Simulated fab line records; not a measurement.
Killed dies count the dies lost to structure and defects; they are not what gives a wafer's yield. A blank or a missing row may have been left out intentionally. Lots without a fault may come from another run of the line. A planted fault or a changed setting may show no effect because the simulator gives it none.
Chamber matching / flow n5_finfet / 4 sister chambers for N5_BEOL_M9_DESCUM_16 on rie_diel-03
The step chemistry O2, time 7.9 s. 16 wafers are shown with their chamber, then 8 later ones without.

== EACH WAFER AND ITS CHAMBER ==
wafer=L074.2; chamber=3; drypump_motor_current_A (A)=6.7; throttle_valve_pct (%)=20.20; oes_product_au (a.u.)=0.89
wafer=L074.3; chamber=1; drypump_motor_current_A (A)=6.0; throttle_valve_pct (%)=20.81; oes_product_au (a.u.)=0.72
wafer=L074.6; chamber=2; drypump_motor_current_A (A)=5.8; throttle_valve_pct (%)=20.28; oes_product_au (a.u.)=0.73
wafer=L078.1; chamber=1; drypump_motor_current_A (A)=6.1; throttle_valve_pct (%)=20.82; oes_product_au (a.u.)=0.71
wafer=L078.3; chamber=2; drypump_motor_current_A (A)=5.8; throttle_valve_pct (%)=20.26; oes_product_au (a.u.)=0.72
wafer=L078.6; chamber=2; drypump_motor_current_A (A)=5.8; throttle_valve_pct (%)=20.28; oes_product_au (a.u.)=0.72
wafer=L079.3; chamber=1; drypump_motor_current_A (A)=6.0; throttle_valve_pct (%)=20.83; oes_product_au (a.u.)=0.72
wafer=L079.4; chamber=2; drypump_motor_current_A (A)=5.8; throttle_valve_pct (%)=20.29; oes_product_au (a.u.)=0.73
wafer=L079.6; chamber=1; drypump_motor_current_A (A)=6.0; throttle_valve_pct (%)=20.84; oes_product_au (a.u.)=0.72
wafer=L084.2; chamber=3; drypump_motor_current_A (A)=6.6; throttle_valve_pct (%)=20.23; oes_product_au (a.u.)=0.86
wafer=L084.4; chamber=0; drypump_motor_current_A (A)=4.9; throttle_valve_pct (%)=20.18; oes_product_au (a.u.)=0.76
wafer=L084.6; chamber=2; drypump_motor_current_A (A)=5.8; throttle_valve_pct (%)=20.29; oes_product_au (a.u.)=0.72
wafer=L088.1; chamber=1; drypump_motor_current_A (A)=6.1; throttle_valve_pct (%)=20.87; oes_product_au (a.u.)=0.70
wafer=L088.4; chamber=0; drypump_motor_current_A (A)=4.9; throttle_valve_pct (%)=20.21; oes_product_au (a.u.)=0.75
wafer=L088.6; chamber=0; drypump_motor_current_A (A)=4.9; throttle_valve_pct (%)=20.21; oes_product_au (a.u.)=0.75
wafer=L086.3; chamber=1; drypump_motor_current_A (A)=6.1; throttle_valve_pct (%)=20.87; oes_product_au (a.u.)=0.69

SIGNATURES, as means of the wafers listed above
reading=drypump_motor_current_A; chamber 0=4.900; chamber 1=6.050; chamber 2=5.800; chamber 3=6.650; scatter within a chamber=0.0408
reading=throttle_valve_pct; chamber 0=20.2000; chamber 1=20.8400; chamber 2=20.2800; chamber 3=20.2150; scatter within a chamber=0.0201
reading=oes_product_au; chamber 0=0.7533; chamber 1=0.7100; chamber 2=0.7240; chamber 3=0.8750; scatter within a chamber=0.0109
Rule: a wafer lies at a distance from a chamber equal to the root of the sum of squares, over the readings, of (its reading less the chamber's mean, divided by the reading's scatter). The wafer belongs to the nearest chamber; if the next one is less than 2 further off, it can't be placed. The scatter: take each reading less its chamber's mean, square it, sum over the shown wafers, divide by the number of wafers less the number of chambers, and take the root.

== WAFERS WITH NO CHAMBER GIVEN ==
wafer=L086.4; drypump_motor_current_A (A)=5.8; throttle_valve_pct (%)=20.31; oes_product_au (a.u.)=0.71
wafer=L086.6; drypump_motor_current_A (A)=5.8; throttle_valve_pct (%)=20.33; oes_product_au (a.u.)=0.70
wafer=L092.4; drypump_motor_current_A (A)=5.8; throttle_valve_pct (%)=20.33; oes_product_au (a.u.)=0.70
wafer=L092.5; drypump_motor_current_A (A)=6.6; throttle_valve_pct (%)=20.26; oes_product_au (a.u.)=0.82
wafer=L092.6; drypump_motor_current_A (A)=5.8; throttle_valve_pct (%)=20.33; oes_product_au (a.u.)=0.70
wafer=L096.1; drypump_motor_current_A (A)=4.9; throttle_valve_pct (%)=20.24; oes_product_au (a.u.)=0.74
wafer=L096.3; drypump_motor_current_A (A)=6.0; throttle_valve_pct (%)=20.89; oes_product_au (a.u.)=0.68
wafer=L096.5; drypump_motor_current_A (A)=6.0; throttle_valve_pct (%)=20.88; oes_product_au (a.u.)=0.69

== THE CHAMBER EACH PASSED THROUGH ==
wafer=L086.4; from the rows above=2; in truth=2
wafer=L086.6; from the rows above=2; in truth=2
wafer=L092.4; from the rows above=2; in truth=2
wafer=L092.5; from the rows above=3; in truth=3
wafer=L092.6; from the rows above=2; in truth=2
wafer=L096.1; from the rows above=0; in truth=0
wafer=L096.3; from the rows above=1; in truth=1
wafer=L096.5; from the rows above=1; in truth=1
8 of 8 placed correctly. Left unplaced by these rows: 0. 0 placed wrongly.
